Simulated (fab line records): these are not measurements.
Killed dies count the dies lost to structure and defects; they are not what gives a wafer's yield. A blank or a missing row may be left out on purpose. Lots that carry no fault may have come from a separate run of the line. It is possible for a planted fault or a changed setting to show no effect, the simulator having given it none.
A struck lot beside a sound one -- flow n5_finfet -- 38 steps out of a route of 1938
Sound: the wafers L392.1, L392.3, L392.5. Struck: wafers L395.3, L395.5. (L395.6 of the same lot was not struck and is left out.) The cause comes at the end.
Each step with rows lists, per side, the tool, then ch with its chambers, then its first start. Under that, the readings that differ: sound wafers -- struck wafers -- difference of the means -- sigmas: that difference in standard deviations of wafers without a fault.
alike: words and numbers the same on both sides, and readings whose means are apart by under 2 such deviations; not compared: readings that were withheld, readings missing a value for some wafer, numbers with overlapping values and no deviation given by the record, and bounds like >300 which may hide the same value.
Wherever a step has rows on one side only, a row that says differs or no value, or a row with sigmas, the two part there. When numbers do not overlap yet have no deviation, they are printed without sigmas and do not part them. A reading that every wafer of one side lacks parts them only if that side has two wafers or more.

first, 10 steps without rows for these wafers: N5_FIN_SAQP_DESCUM_21 (chemistry O2, time 7.9 s); N5_FIN_SAQP_ETCH_51 (etches SiARC in CF4, target depth 45.5 nm, time 75.8 s); N5_FIN_SAQP_ETCH_52 (etches SOC in N2/H2, target depth 100 nm, overetch 20 nm, time 150 s); N5_FIN_SAQP_STRIP_53 (strips in N2/H2); N5_FIN_SAQP_HM_OPEN_73 (chemistry CHF3/O2, target SiO2, stops on a-Si, target depth 12 nm, time 16.8 s); N5_FIN_SAQP_STRIP_74 (strips in CHF3/O2); N5_FIN_SAQP_MANDREL_ETCH_22 (etches a-Si in HBr/Cl2, stops on SiNx, target depth 60 nm, bt time 10 s, time 30 s); N5_FIN_SAQP_STRIP_55 (strips in N2/H2); N5_FIN_SAQP_STRIP_23 (strips in SPM, time 750 s); N5_FIN_SAQP_SRD_66 (time 30 s).
N5_FIN_SAQP_RECESS_75: chemistry HF/NH3, target SiO2, target depth 14.4 nm, afs cycles 3, sublimation time 60 s.
  sound on vapor_etch-01 ch 0,1, day 5 18:17; struck on vapor_etch-01 ch 1, day 6 10:40
  alike: drypump_motor_current_A, temp_c
then, 23 steps without rows for these wafers: N5_FIN_SAQP_SPACER1_ALD_24 (deposits SiO2, target thk 20.3 nm, pulse time 1 s, purge time 2 s); N5_FIN_SAQP_SPACER1_ETCHBACK_25 (etches SiO2 in CHF3/O2, target depth 24.4 nm, time 12.2 s); N5_FIN_SAQP_MANDREL1_REMOVE_56 (chemistry HBr/Cl2/O2, target a-Si, stops on SiNx, bt time 10 s); N5_FIN_SAQP_ETCH_57 (etches SiNx in CH3F/O2, target depth 32.5 nm, time 46.4 s); N5_FIN_SAQP_ETCH_65 (etches SiO2 in CF4, target depth 4 nm, time 4.4 s); N5_FIN_SAQP_MANDREL_ETCH_58 (etches a-Si in HBr/Cl2, stops on SiNx, target depth 45 nm, bt time 10 s, time 27 s); N5_FIN_SAQP_RECESS_63 (chemistry HF/NH3, target SiO2, target depth 18 nm, afs cycles 3, sublimation time 60 s); N5_FIN_SAQP_COAT_68 (time 60 s, resist thk 100 nm); N5_FIN_SAQP_ETCH_69 (etches SOC in N2/H2, stops on SiNx, target depth 150 nm); N5_FIN_SAQP_ETCH_67 (etches SiNx in CH3F/O2, target depth 30 nm); N5_FIN_SAQP_STRIP_70 (strips in N2/H2); N5_FIN_SAQP_RECESS_71 (chemistry HF/NH3, target SiO2, target depth 3 nm, afs cycles 1, sublimation time 60 s); N5_FIN_SAQP_SPACER2_ALD_28 (deposits SiO2, target thk 8.1 nm, pulse time 1 s, purge time 2 s); N5_FIN_SAQP_SPACER2_ETCHBACK_29 (etches SiO2 in CHF3/O2, target depth 12.2 nm, time 6.1 s); N5_FIN_SAQP_MANDREL2_REMOVE_60 (chemistry HBr/Cl2/O2, target a-Si, stops on SiNx, bt time 10 s); N5_FIN_SAQP_HM_OPEN_33 (chemistry CH3F/O2, target SiNx, target depth 49.4 nm, time 70.6 s); N5_FIN_SAQP_ETCH_34 (etches SiO2 in C4F6/O2, target depth 45 nm, time 15 s); N5_FIN_SAQP_STRIP_77 (strips in N2/H2, time 90 s); N5_FIN_SAQP_ETCH_64 (etches SiO2 in CF4, target depth 1.5 nm); N5_FIN_SAQP_FIN_ETCH_36 (etches the open film in HBr/Cl2/O2, target depth 120 nm, time 50.4 s); N5_FIN_SAQP_PRECLEAN_38 (cleans in O3/DIW, time 45 s); N5_FIN_SAQP_PRECLEAN_45 (cleans in dHF, time 10 s); N5_FIN_SAQP_SRD_39 (time 30 s).
N5_FIN_SAQP_INSPECT_40: inspects for defects (brightfield).
  sound on defect_inspect-01 at day 5 22:07; struck on defect_inspect-01 at day 6 14:35
reading,sound,struck,difference,sigmas
raw_defect_count,211 174 148,1079 990,+857,+12
N5_FIN_CUT_INSPECT_10: inspects for defects (brightfield).
  sound on defect_inspect-02 at day 5 22:31; struck on defect_inspect-02 at day 6 14:58
reading,sound,struck,difference,sigmas
raw_defect_count,57 46 38,903 852,+830,+64
-- record jumps: 6 days separate the struck wafers' starts on either side; left off in module FIN_CUT, taken up again in module BEOL_M4, whose first shown step is the route's number 1111 --
N5_BEOL_M4_RC_MEAS_101:
  sound on prober-02 ch 0, day 11 14:55; struck on prober-01 ch 0, day 12 12:43
reading,sound,struck,difference,sigmas
VT_P (mV),-257 -258 -258,-251 -247,+9,+2
  alike: DIBL_N, DIBL_P, IOFF_N, IOFF_P, ION_N, ION_P, SS_N, SS_P, VT_N
-- a jump in the record: the struck wafers' starts before and after are 4 days apart (it breaks off in module BEOL_M4 and resumes in module PASSIVATION, where the first step shown is number 1936 of the route) --
N5_PASSIVATION_PROBE_49:
  rows exist in the record for the struck wafers here (prober-02, day 16 22:05), but not for the sound ones

## WHERE THEY PART
At N5_FIN_SAQP_INSPECT_40 first; at N5_PASSIVATION_PROBE_49 last (within this record only).

WHY: whatever the simulator had introduced
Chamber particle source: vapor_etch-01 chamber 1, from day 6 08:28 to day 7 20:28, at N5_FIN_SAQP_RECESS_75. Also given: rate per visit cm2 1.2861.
